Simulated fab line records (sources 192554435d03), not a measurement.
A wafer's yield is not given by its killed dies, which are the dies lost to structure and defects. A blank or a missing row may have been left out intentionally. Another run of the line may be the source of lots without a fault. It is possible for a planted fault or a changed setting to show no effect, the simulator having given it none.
Which tool did it?    flow n5_finfet    10 lots with 29 wafers sampled at 2 steps, on a route of 1938 steps

## WHAT THE GAUGES READ, wafer by wafer
N5_BEOL_M12_CD_MEAS_28: target cd 160.2 nm.
lot   measured      on         cd_nm (nm)
L539  day 10 23:22  cd_sem-03  158.5 159.8 163.0
L543  day 11 13:25  cd_sem-03  159.6 158.9 159.2
L545  day 11 23:08  cd_sem-03  161.8 162.6 162.3
L546  day 12 03:06  cd_sem-03  159.0 160.3 158.6
L547  day 12 03:30  cd_sem-01  159.5 161.6 157.8
L548  day 12 13:04  cd_sem-02  161.5 160.1 159.0
L549  day 13 03:29  cd_sem-02  159.6 160.0 158.0
L550  day 13 06:41  cd_sem-02  162.4 162.8 158.9
L551  day 13 16:54  cd_sem-01  159.6 160.2
L561  day 16 04:27  cd_sem-02  159.5 158.5 156.6

## WHICH TOOL RAN EACH LOT (tool, then ch and the chambers of the sampled wafers, then the start)
lot   N5_BEOL_M12_DESCUM_15
L539  rie_diel-05 ch 1,2,3, day 10 22:32
L543  rie_diel-02 ch 0,1,3, day 11 12:28
L545  rie_diel-05 ch 1,3, day 11 22:19
L546  rie_diel-06 ch 0,2, day 12 02:09
L547  rie_diel-06 ch 0,1, day 12 02:40
L548  rie_diel-06 ch 0,1,3, day 12 12:14
L549  rie_diel-05 ch 1,2,3, day 13 02:40
L550  rie_diel-06 ch 1,3, day 13 05:44
L551  rie_diel-02 ch 0,3, day 13 16:05
L561  rie_diel-06 ch 0,1,2, day 16 03:30
- N5_BEOL_M12_DESCUM_15: chemistry O2, time 7.9 s.

## WHAT THE TOOLS THEMSELVES READ (means of the sampled wafers that have a number; where no wafer has one, the mark that the record gives instead)
N5_BEOL_M12_DESCUM_15.
lot   tool         drypump_motor_current_A (A)  oes_product_au (a.u.)  rf_vpp_V (V)  showerhead_plenum_p_Torr (Torr)  throttle_valve_pct (%)
L539  rie_diel-05  5.3                          0.86                   242.5         2.07                             20.10
L543  rie_diel-02  5.8                          0.75                   243.3         2.09                             20.29
L545  rie_diel-05  5.0                          0.87                   243.0         2.05                             19.93
L546  rie_diel-06  5.9                          0.74                   241.4         2.06                             20.80
L547  rie_diel-06  5.0                          0.88                   243.5         2.16                             20.09
L548  rie_diel-06  5.6                          0.82                   244.1         2.15                             20.36
L549  rie_diel-05  5.3                          0.82                   242.9         2.06                             20.12
L550  rie_diel-06  6.1                          0.75                   243.2         2.13                             20.62
L551  rie_diel-02  5.8                          0.77                   243.4         2.05                             20.19
L561  rie_diel-06  5.5                          0.86                   244.4         2.16                             20.38

## THE ANSWER, worked out from the rows above alone
Rule: usual is defined by the lots themselves. The widest of any qualifying gaps counts: lots, ordered by their means at a reading, are off when they make up no more than a third of the lots, leave a main group of 4 or more, and stand apart from it by 3 or more times the standard deviation of that group's means. A main group whose means are all the same, to the digits that the tables above print for the reading, isn't used. A lot without any number at a reading at which 4 lots or more have one is off too. All remaining lots with rows at the step are treated as sound. Order of review: gauges by route order, followed by the tools' own readings, for which a lot's mean as printed above is used. At the first step where some lot is off, the reading lying furthest off is the one used; lots without a number count as furthest.
None of the lots is off at any reading shown; this tells nothing.

## WHAT WAS PUT IN BY THE SIMULATOR
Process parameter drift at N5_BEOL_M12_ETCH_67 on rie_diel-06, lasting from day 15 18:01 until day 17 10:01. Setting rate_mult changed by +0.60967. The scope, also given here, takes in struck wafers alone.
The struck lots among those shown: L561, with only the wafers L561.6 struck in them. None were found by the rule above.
